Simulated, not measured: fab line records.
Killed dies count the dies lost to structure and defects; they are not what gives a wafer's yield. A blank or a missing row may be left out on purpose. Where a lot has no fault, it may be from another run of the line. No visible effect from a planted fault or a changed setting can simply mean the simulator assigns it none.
Chamber matching / flow n5-finfet / N5_BEOL_M0_SAQP_STRIP_86 on rie-diel-02 has 4 sister chambers
The step strips in N2/H2. 4 wafers are shown with their chamber, then 8 later ones without.

EACH WAFER AND ITS CHAMBER
wafer=L094.3; chamber=3; throttle-valve-pct (%)=19.7
wafer=L095.1; chamber=1; throttle-valve-pct (%)=18.8
wafer=L095.4; chamber=0; throttle-valve-pct (%)=18.8
wafer=L096.1; chamber=2; throttle-valve-pct (%)=18.8

WAFERS WHOSE CHAMBER IS MISSING
wafer=L096.3; throttle-valve-pct (%)=18.8
wafer=L096.4; throttle-valve-pct (%)=18.8
wafer=L097.1; throttle-valve-pct (%)=18.8
wafer=L097.2; throttle-valve-pct (%)=18.8
wafer=L097.3; throttle-valve-pct (%)=19.8
wafer=L097.4; throttle-valve-pct (%)=18.8
wafer=L097.5; throttle-valve-pct (%)=18.7
wafer=L097.6; throttle-valve-pct (%)=18.8

EACH ONE'S CHAMBER
wafer=L096.3; from the rows above=can't be placed: 0 or 1 or 2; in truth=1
wafer=L096.4; from the rows above=can't be placed: 0 or 1 or 2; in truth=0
wafer=L097.1; from the rows above=can't be placed: 0 or 1 or 2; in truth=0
wafer=L097.2; from the rows above=can't be placed: 0 or 1 or 2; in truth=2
wafer=L097.3; from the rows above=3; in truth=3
wafer=L097.4; from the rows above=can't be placed: 0 or 1 or 2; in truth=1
wafer=L097.5; from the rows above=can't be placed: 0 or 1 or 2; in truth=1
wafer=L097.6; from the rows above=can't be placed: 0 or 1 or 2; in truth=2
Correct placement for 1 of the 8. These rows do not allow placing 7 (true chamber among the candidates in 7). Placed wrongly: 0.
How it was worked out, from the rows above alone: a wafer's distance from a chamber is the root of the sum, over the readings, of the square of ((its reading less the chamber's mean) divided by the reading's scatter). If the next closest chamber is less than 2 further off than the closest, the wafer can't be placed; otherwise it belongs to the closest. The mean given for a chamber averages the wafers shown for that chamber. The scatter (one wafer shown for each chamber): square how far every hidden wafer sits from the nearest shown wafer, average those squares and take the square root.
